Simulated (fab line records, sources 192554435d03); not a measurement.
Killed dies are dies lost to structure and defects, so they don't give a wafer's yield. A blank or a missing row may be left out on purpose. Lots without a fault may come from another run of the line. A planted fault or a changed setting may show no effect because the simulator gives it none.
Chamber matching | flow n5_finfet | N5_MOL_CONTACT_COAG_ALD_131 on ald_sin-03: 4 sister chambers
The step deposits SiO2, target thk 5 nm, pulse time 1 s, co reactant pulse time 1 s. 4 wafers are shown with their chamber, then 12 later ones without.

WAFERS WITH THEIR CHAMBER
wafer  | chamber | heater_power_w (W)
L087.3 | 3       | 93
L087.6 | 0       | 70
L088.1 | 2       | 78
L088.6 | 1       | 80

WAFERS WITHOUT THEIR CHAMBER
wafer  | heater_power_w (W)
L089.1 | 82
L089.2 | 70
L089.4 | 93
L090.2 | 72
L090.3 | 81
L090.5 | 77
L095.2 | 79
L095.4 | 71
L095.6 | 71
L097.2 | 81
L097.3 | 71
L097.5 | 81

WHICH CHAMBER EACH WENT THROUGH
wafer  | from the rows above     | in truth
L089.1 | can't be placed: 1 or 2 | 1
L089.2 | 0                       | 0
L089.4 | 3                       | 3
L090.2 | 0                       | 0
L090.3 | can't be placed: 1 or 2 | 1
L090.5 | can't be placed: 2 or 1 | 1
L095.2 | can't be placed: 1 or 2 | 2
L095.4 | 0                       | 0
L095.6 | 0                       | 0
L097.2 | can't be placed: 1 or 2 | 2
L097.3 | 0                       | 0
L097.5 | can't be placed: 1 or 2 | 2
Placed correctly: 6 of 12. Can't be placed from these rows: 6 (the true chamber is among the candidates in 6). Placed wrongly: 0.
How it was worked out, from the rows above alone: a wafer's distance from a chamber is the root of the sum, over the readings, of the square of ((its reading less the chamber's mean) divided by the reading's scatter). The wafer belongs to the nearest chamber; if the next one is less than 2 further off, it can't be placed. A chamber's mean is the mean of its shown wafers. The scatter: with one shown wafer a chamber, the root of the mean of the squares of how far each hidden wafer lies from its nearest shown one.
